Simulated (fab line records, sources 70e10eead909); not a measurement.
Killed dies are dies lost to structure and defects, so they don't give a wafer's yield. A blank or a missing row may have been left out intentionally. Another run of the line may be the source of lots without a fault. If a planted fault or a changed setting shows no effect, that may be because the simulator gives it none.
A lot that was struck, set against a sound lot / flow nand_harc / 37 steps out of a route of 1302
Sound: the wafers L837.2, L837.3, L837.5. Struck: wafers L843.2, L843.3, L843.6. At the end, the cause is stated.
Order at every step that has rows: each side's tool, ch and its chambers, its first start. Under that, the readings that differ: sound wafers / struck wafers / difference of the means / sigmas: that difference in standard deviations of wafers without a fault.
alike: a reading whose means differ by less than 2 such deviations, as well as words and numbers matching on both sides. not compared: withheld readings; readings where some wafer has no value; bounds like >300 that might hide an equal value; numbers whose values overlap and for which the record gives no deviation.
Wherever a step has rows on one side only, a row that says differs or no value, or a row with sigmas, the two part there. When numbers do not overlap yet have no deviation, they are printed without sigmas and do not part them. Lack of a reading on every wafer of one side parts them only where that side has two or more wafers.

first, 10 steps without rows for these wafers: NHARC_A_CONTACT_DESCUM_74 (chemistry O2, time 3 s); NHARC_A_CONTACT_ETCH_75 (etches the open film in CF4, target depth 39 nm, time 65 s); NHARC_A_CONTACT_ETCH_76 (etches the open film in N2/H2, target depth 260 nm, time 475.3 s); NHARC_A_CONTACT_ETCH_77 (etches the open film in CF4/CHF3, target depth 108.9 nm, time 54.5 s); NHARC_A_CONTACT_ETCH_78 (etches the open film in O2/COS, target depth 5300 nm, time 1378 s); NHARC_A_CONTACT_ETCH_124 (etches the open film in C4F8/O2/Ar, time 140 s, target depth 700 nm); NHARC_A_CONTACT_ETCH_125 (etches the open film in C4F8/O2/Ar, time 197 s, target depth 1918 nm); NHARC_A_CONTACT_ETCH_126 (etches the open film in C4F8/O2/Ar, time 197 s, target depth 1918 nm); NHARC_A_CONTACT_ETCH_127 (etches the open film in C4F8/O2/Ar, time 197 s, target depth 1918 nm); NHARC_A_CONTACT_ETCH_128 (etches the open film in C4F8/O2/Ar, time 197 s, target depth 1918 nm).
NHARC_A_CONTACT_ETCH_129: etches the open film in C4F8/O2/Ar, time 197 s, target depth 1918 nm.
  sound on har_cap_etch-01 ch 0,1, day 24 17:49; struck on har_cap_etch-02 ch 0,1, day 27 21:57
  not compared: rf_hours_counter_h
then, 25 steps without rows for these wafers: NHARC_A_CONTACT_ETCH_130 (etches the open film in C4F8/O2/Ar, time 197 s, target depth 1918 nm); NHARC_A_CONTACT_ETCH_131 (etches the open film in C4F8/O2/Ar, time 197 s, target depth 1918 nm); NHARC_A_CONTACT_ETCH_132 (etches the open film in C4F8/O2/Ar, time 197 s, target depth 1924 nm); NHARC_A_CONTACT_ETCH_133 (etches the open film in C4F8/O2/Ar, time 374 s, target depth 1610 nm); NHARC_A_CONTACT_ETCH_91 (etches the open film in CH3F/O2, target depth 40 nm, time 85.7 s); NHARC_A_CONTACT_ETCH_97 (etches the open film in C4F6/O2, target depth 20 nm, time 10 s); NHARC_A_CONTACT_STRIP_103 (strips in N2/H2); NHARC_A_CONTACT_STRIP_104 (strips in CF4/CHF3); NHARC_A_CONTACT_STRIP_105 (strips in O2/COS); NHARC_A_CONTACT_ETCH_106 (etches the open film in CF4/O2, target depth 90 nm, overetch 9 nm, time 49.5 s); NHARC_A_CONTACT_STRIP_82 (strips in O2); NHARC_A_CONTACT_STRIP_83 (strips in post etch residue remover, time 600 s); NHARC_A_CONTACT_DEP_84 (deposits aC, target thk 2800 nm); NHARC_A_CONTACT_DEP_85 (deposits SiON, target thk 60 nm); NHARC_A_CONTACT_DEHYDRATE_00 (time 120 s); NHARC_A_CONTACT_HMDS_01 (time 30 s); NHARC_A_CONTACT_COAT_86 (time 75 s); NHARC_A_CONTACT_COAT_87 (time 65 s); NHARC_A_CONTACT_COAT_02 (resist thk 90 nm); NHARC_A_CONTACT_SOFTBAKE_03 (time 55 s); NHARC_A_CONTACT_EBR_04; NHARC_A_CONTACT_EXPOSE_05 (exposes mask A CC); NHARC_A_CONTACT_PEB_06 (peb time 65 s); NHARC_A_CONTACT_DEVELOP_07 (develop time 35 s); NHARC_A_CONTACT_DESCUM_13 (chemistry O2, time 3 s).
-- jump in the record: it breaks off in module A_CONTACT and resumes in module END (first step shown: number 1302 of the route), and 3 days separate the struck wafers' starts before and after --
NHARC_END_SORT_01:
  here the record holds rows for the struck wafers (prober-02 ch 0, day 30 17:08) but none for the sound ones

## WHERE THEY PART
Only at NHARC_END_SORT_01, within this record.

WHY: what had been put in by the simulator
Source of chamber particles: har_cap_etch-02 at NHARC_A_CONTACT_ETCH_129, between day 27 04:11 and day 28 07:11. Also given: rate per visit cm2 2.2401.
